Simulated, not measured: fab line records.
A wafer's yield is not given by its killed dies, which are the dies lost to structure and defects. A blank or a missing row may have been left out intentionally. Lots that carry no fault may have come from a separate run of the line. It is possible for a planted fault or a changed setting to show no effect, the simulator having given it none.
Chamber matching + flow n5Finfet + 3 sister chambers for N5_BEOL_M9_ILD_DEP_00 on pecvd-04
The step deposits SiCOH lowk from DEMS/porogen, target thk 308.51 nm, time 58 s. 22 wafers are shown with their chamber, then 11 later ones without.

## WAFERS PAIRED WITH THEIR CHAMBERS
| wafer  | chamber | throttleValvePct (%) | showerheadPlenumPTorr (Torr) | heaterPowerW (W) |
|--------|---------|----------------------|------------------------------|------------------|
| L075.3 | 2       | 14.2                 | 5.770                        | 243              |
| L075.4 | 2       | 13.8                 | 5.783                        | 251              |
| L075.6 | 0       | 13.4                 | 5.709                        | 295              |
| L077.1 | 0       | 13.2                 | 5.704                        | 279              |
| L077.2 | 1       | 14.2                 | 5.711                        | 313              |
| L077.3 | 2       | 14.0                 | 5.752                        | 298              |
| L078.1 | 0       | 13.5                 | 5.716                        | 263              |
| L078.5 | 2       | 13.9                 | 5.752                        | 274              |
| L078.6 | 1       | 14.5                 | 5.718                        | 317              |
| L081.3 | 2       | 14.2                 | 5.760                        | 262              |
| L081.4 | 2       | 14.3                 | 5.754                        | 272              |
| L081.5 | 0       | 13.2                 | 5.707                        | 270              |
| L082.2 | 2       | 14.3                 | 5.750                        | 238              |
| L082.3 | 0       | 13.4                 | 5.711                        | 306              |
| L082.6 | 2       | 14.1                 | 5.751                        | 248              |
| L085.1 | 0       | 13.3                 | 5.702                        | 248              |
| L085.3 | 1       | 14.1                 | 5.721                        | 310              |
| L085.4 | 0       | 13.5                 | 5.719                        | 269              |
| L086.2 | 2       | 14.2                 | 5.749                        | 276              |
| L086.4 | 2       | 14.3                 | 5.770                        | 286              |
| L086.5 | 1       | 14.5                 | 5.730                        | 292              |
| L089.1 | 0       | 13.4                 | 5.700                        | 251              |

SIGNATURES (means of the wafers above)
| reading               | chamber 0 | chamber 1 | chamber 2 | scatter within a chamber |
|-----------------------|-----------|-----------|-----------|--------------------------|
| throttleValvePct      | 13.363    | 14.325    | 14.130    | 0.163                    |
| showerheadPlenumPTorr | 5.70850   | 5.72000   | 5.75910   | 0.00941                  |
| heaterPowerW          | 272.62    | 308.00    | 264.80    | 18.8                     |
Rule: a wafer lies at a distance from a chamber equal to the root of the sum of squares, over the readings, of (its reading less the chamber's mean, divided by the reading's scatter). The wafer belongs to the nearest chamber; if the next one is less than 2 further off, it can't be placed. The scatter: the root of (the sum of the squares of (reading less its chamber's mean) over the shown wafers, divided by (wafers less chambers)).

## WAFERS WHOSE CHAMBER IS MISSING
| wafer  | throttleValvePct (%) | showerheadPlenumPTorr (Torr) | heaterPowerW (W) |
|--------|----------------------|------------------------------|------------------|
| L089.4 | 14.3                 | 5.727                        | 305              |
| L089.6 | 13.2                 | 5.699                        | 268              |
| L088.2 | 14.3                 | 5.775                        | 242              |
| L088.5 | 14.2                 | 5.729                        | 314              |
| L088.6 | 13.6                 | 5.720                        | 266              |
| L095.1 | 13.5                 | 5.714                        | 293              |
| L095.3 | 14.5                 | 5.752                        | 242              |
| L095.4 | 14.0                 | 5.713                        | 286              |
| L096.3 | 14.4                 | 5.763                        | 307              |
| L096.4 | 14.3                 | 5.751                        | 239              |
| L096.6 | 14.2                 | 5.720                        | 266              |

## THE CHAMBER EACH PASSED THROUGH
| wafer  | from the rows above     | in truth |
|--------|-------------------------|----------|
| L089.4 | 1                       | 1        |
| L089.6 | 0                       | 0        |
| L088.2 | 2                       | 2        |
| L088.5 | 1                       | 1        |
| L088.6 | 0                       | 0        |
| L095.1 | 0                       | 0        |
| L095.3 | 2                       | 2        |
| L095.4 | can't be placed: 1 or 0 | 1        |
| L096.3 | can't be placed: 2 or 1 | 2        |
| L096.4 | 2                       | 2        |
| L096.6 | can't be placed: 1 or 2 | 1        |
Correct placement for 8 of the 11. These rows do not allow placing 3 (true chamber among the candidates in 3). Placed wrongly: 0.
